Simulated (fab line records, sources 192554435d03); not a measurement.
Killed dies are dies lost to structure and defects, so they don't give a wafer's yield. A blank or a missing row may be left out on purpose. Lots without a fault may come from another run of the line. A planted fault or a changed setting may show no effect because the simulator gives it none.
Chamber matching | flow n5_finfet | N5_BEOL_M1_STRIP_36 on rie_diel-04: 4 sister chambers
The step strips in N2/H2. 4 wafers are shown with their chamber, then 7 later ones without.

WAFERS WITH THEIR CHAMBER
wafer  | chamber | showerhead_plenum_p_Torr (Torr)
L082.4 | 3       | 2.34
L086.4 | 0       | 2.41
L088.3 | 2       | 2.60
L088.4 | 1       | 2.60

WAFERS WITHOUT THEIR CHAMBER
wafer  | showerhead_plenum_p_Torr (Torr)
L088.5 | 2.60
L091.1 | 2.60
L091.5 | 2.60
L091.6 | 2.33
L094.2 | 2.59
L094.3 | 2.40
L094.5 | 2.59

WHICH CHAMBER EACH WENT THROUGH
wafer  | from the rows above     | in truth
L088.5 | can't be placed: 1 or 2 | 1
L091.1 | can't be placed: 1 or 2 | 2
L091.5 | can't be placed: 1 or 2 | 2
L091.6 | 3                       | 3
L094.2 | can't be placed: 1 or 2 | 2
L094.3 | 0                       | 0
L094.5 | can't be placed: 1 or 2 | 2
Placed correctly: 2 of 7. Can't be placed from these rows: 5 (the true chamber is among the candidates in 5). Placed wrongly: 0.
How it was worked out, from the rows above alone: a wafer's distance from a chamber is the root of the sum, over the readings, of the square of ((its reading less the chamber's mean) divided by the reading's scatter). The wafer belongs to the nearest chamber; if the next one is less than 2 further off, it can't be placed. A chamber's mean is the mean of its shown wafers. The scatter: with one shown wafer a chamber, the root of the mean of the squares of how far each hidden wafer lies from its nearest shown one.
